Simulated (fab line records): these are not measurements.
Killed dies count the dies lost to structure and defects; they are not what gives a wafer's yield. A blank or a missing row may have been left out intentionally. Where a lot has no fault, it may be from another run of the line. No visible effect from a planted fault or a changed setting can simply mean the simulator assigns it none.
One fault seen from 2 desks	flow n5_finfet	only its own numbers are on each desk; what lay behind them is given at the end

## METROLOGY DESK
Means of the sampled wafers that have a number, per lot and without regard to the tool the lot ran on: this is what the gauges read. If a lot's mean is further than 4 standard deviations from the usual mean, the lot is out of limits and carries the mark OUT (the distance appears in the brackets). Shown here are 7 of its 10 readings, the ones lying furthest out on some lot.
Columns: A = DIBL_N at N5_BEOL_M4_RC_MEAS_101, usual 37.3 mV/V; B = DIBL_P at N5_BEOL_M4_RC_MEAS_101, usual 37.4 mV/V; C = IOFF_P at N5_BEOL_M4_RC_MEAS_101, usual 0.25 nA/um; D = ION_P at N5_BEOL_M4_RC_MEAS_101, usual 468 uA/um; E = SS_P at N5_BEOL_M4_RC_MEAS_101, usual 73.6 mV/dec; F = VT_N at N5_BEOL_M4_RC_MEAS_101, usual 248 mV; G = VT_P at N5_BEOL_M4_RC_MEAS_101, usual -248 mV
lot	first seen here	A	B	C	D	E	F	G
L966	day 8 14:34	36.8	37.0	0.26	477	73.8	248	-246
L968	day 8 21:13	34.8	35.4	0.19	463	72.1	253	-251
L967	day 8 21:56	34.5	34.1	0.21	463	73.2	251	-248
L975	day 10 19:53	35.2	36.7	0.22	465	72.9	250	-250
L977	day 11 02:35	40.7	42.1	0.35	482	74.6	242	-242
L978	day 11 20:29	36.7	37.1	0.24	472	73.5	250	-247
L983	day 12 10:14	37.9	37.9	0.22	461	73.4	247	-251
L986	day 13 07:53	38.7	39.5	0.26	464	73.9	247	-250
This desk's finding: nothing out of limits on any of the 8 lots.

## TOOL OWNER'S DESK, rie_diel-03
The tool's own readings at N5_BEOL_M1_ETCH_70 (etches SOC in N2/H2, target depth 80 nm, overetch 16 nm, time 120 s): means of the sampled wafers that have a number, for each lot that ran on this tool. If a lot's mean is further than 4 standard deviations from the usual mean, the lot is out of limits and carries the mark OUT (the distance appears in the brackets).
Columns: A = drypump_motor_current_A at N5_BEOL_M1_ETCH_70, usual 5.8 A; B = oes_product_au at N5_BEOL_M1_ETCH_70, usual 0.62 a.u.; C = rf_vpp_V at N5_BEOL_M1_ETCH_70, usual 523.1 V; D = run_length_s at N5_BEOL_M1_ETCH_70, usual 143.3 s; E = showerhead_plenum_p_Torr at N5_BEOL_M1_ETCH_70, usual 2.51 Torr; F = throttle_valve_pct at N5_BEOL_M1_ETCH_70, usual 17.75 %
lot	first seen here	A	B	C	D	E	F
L968	day 7 08:28	5.8	0.71	522.4	142.5	2.51	17.68
L967	day 7 09:20	5.6	0.61	522.8	143.4	2.52	17.87
L975	day 8 23:05	6.5	0.76	523.0	126.6 (-32) OUT	2.50	17.70
L977	day 9 10:19	6.5	0.62	522.8	135.0 (-16) OUT	2.50	17.80
This desk finds L975, L977 out of limits, L975 being first, at day 8 23:05 (run_length_s at N5_BEOL_M1_ETCH_70). L968, L967: within limits.

## BROUGHT TOGETHER
An alarm could have come from the tool owner's desk at day 8 23:05, on L975, L977.
The metrology desk saw nothing out of limits.
The metrology desk has L975, L977 on record, within its limits.
Every lot named ran N5_BEOL_M1_ETCH_70 on rie_diel-03.

## WHAT THE SIMULATOR HAD PUT IN
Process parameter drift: rie_diel-03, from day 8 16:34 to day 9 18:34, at N5_BEOL_M1_ETCH_70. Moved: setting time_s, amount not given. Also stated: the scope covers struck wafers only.
Struck lots among those shown: L975, L977.
Delay in hours, fault start to first out-of-limits reading, by desk: the tool owner's desk at 7.
